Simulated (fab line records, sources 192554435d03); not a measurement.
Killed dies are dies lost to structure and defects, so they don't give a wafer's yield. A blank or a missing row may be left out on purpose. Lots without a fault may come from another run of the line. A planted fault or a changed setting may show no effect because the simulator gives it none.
Split-lot experiment | flow n5_finfet | 7 lots, 21 wafers read, on a route of 1938 steps

THE SPLIT
At N5_BEOL_M7_ETCH_41 (etches SiCN in CH3F/O2, target depth 31.9 nm, time 57.8 s), the setting bias_w was moved away from the recipe's 75 W on 8 of the 21 wafers read, by -17.2% to +17.8%. The other wafers ran this setting at the recipe's value.

The reading is taken at the split's own step.

THE READING
rf_vpp_V, in V, at N5_BEOL_M7_ETCH_41 (etches SiCN in CH3F/O2, target depth 31.9 nm, time 57.8 s). Fault-free wafers of this fab line usually give 297.5 V, standard deviation 1.5 V.

wafer  | tool, chamber at the split | bias_w as run, W | against the recipe | rf_vpp_V, V | against lot-mates on the recipe
L077.2 | rie_diel-04, 3             | 62.08            | -17.2%             | 261.8       | -36.2
L077.3 | rie_diel-04, 0             | 75               | recipe             | 299.3       | -
L077.5 | rie_diel-04, 3             | 75               | recipe             | 296.7       | -
L078.2 | rie_diel-02, 0             | 79.43            | +5.9%              | 309.6       | +13.4
L078.3 | rie_diel-02, 2             | 75               | recipe             | 296.2       | -
L078.5 | rie_diel-02, 3             | 79.43            | +5.9%              | 308.9       | +12.7
L080.2 | rie_diel-04, 3             | 63.78            | -15.0%             | 265.8       | -32.4
L080.3 | rie_diel-04, 1             | 75               | recipe             | 297.5       | -
L080.4 | rie_diel-04, 2             | 75               | recipe             | 299.0       | -
L079.3 | rie_diel-02, 0             | 75               | recipe             | 297.6       | -
L079.4 | rie_diel-02, 3             | 75               | recipe             | 295.3       | -
L079.6 | rie_diel-02, 0             | 75               | recipe             | 298.5       | -
L086.1 | rie_diel-04, 1             | 70.11            | -6.5%              | 286.3       | -11.4
L086.2 | rie_diel-04, 0             | 70.11            | -6.5%              | 285.7       | -12.0
L086.3 | rie_diel-04, 2             | 75               | recipe             | 297.7       | -
L091.1 | rie_diel-02, 3             | 75               | recipe             | 294.9       | -
L091.4 | rie_diel-02, 1             | 88.35            | +17.8%             | 329.2       | +32.8
L091.6 | rie_diel-02, 0             | 75               | recipe             | 298.0       | -
L090.3 | rie_diel-04, 2             | 75               | recipe             | 296.9       | -
L090.5 | rie_diel-04, 2             | 85.49            | +14.0%             | 325.8       | +27.8
L090.6 | rie_diel-04, 3             | 75               | recipe             | 299.2       | -

THE FIT
A straight line over all 21 wafers: rf_vpp_V changes by +1.97 V for each +1% of bias_w; r = +0.99; the points scatter about the line by 1.6 V.
The same after taking each lot's own level away (the mean of its wafers on the recipe; 21 wafers): +2.01 V for each +1%; r = +1.00; scatter 1.5 V.
On that fit, the largest move of bias_w shifts the reading by 36 V.
The lots' own levels span 296.20 to 298.25 V, that is 1.4 times the standard deviation above.
So the lot-to-lot level changes the slope little: the two slopes agree.
Check: with one of the wafers moved furthest among these (+17.8%) left out of the fit, the line predicts +37 V for it against its lot-mates. It came out at +32.8 V against them.
Tool readings at the split's step, against how far the setting was moved: rf_vpp_V r = +0.99.

OTHER SPLITS ON THESE WAFERS
These wafers also went through other splits before the reading. Each is held against what the fit with the lots' levels taken away leaves over:
other split on the same wafers    | wafers away from the commonest value | r with rf_vpp_V (lot level and that fit taken away)
N5_BEOL_M5_ILD_DEP_00 time_s      | 7                                    | +0.33
N5_BEOL_M5_HM_DEP_02 target_thk_a | 6                                    | -0.20
N5_BEOL_M6_HM_DEP_02 target_thk_a | 7                                    | +0.26
N5_BEOL_M6_COAT_05 spin_rpm       | 10                                   | -0.22
N5_BEOL_M7_EXPOSE_08 dose_mj      | 8                                    | -0.12
N5_BEOL_M7_ETCH_61 source_w       | 7                                    | +0.25
N5_BEOL_M7_VIA_ETCH_34 source_w   | 10                                   | -0.13

THE FILE'S OWN FIT
rf_vpp_V changes by +2.01 V for each +1% of bias_w, r = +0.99.
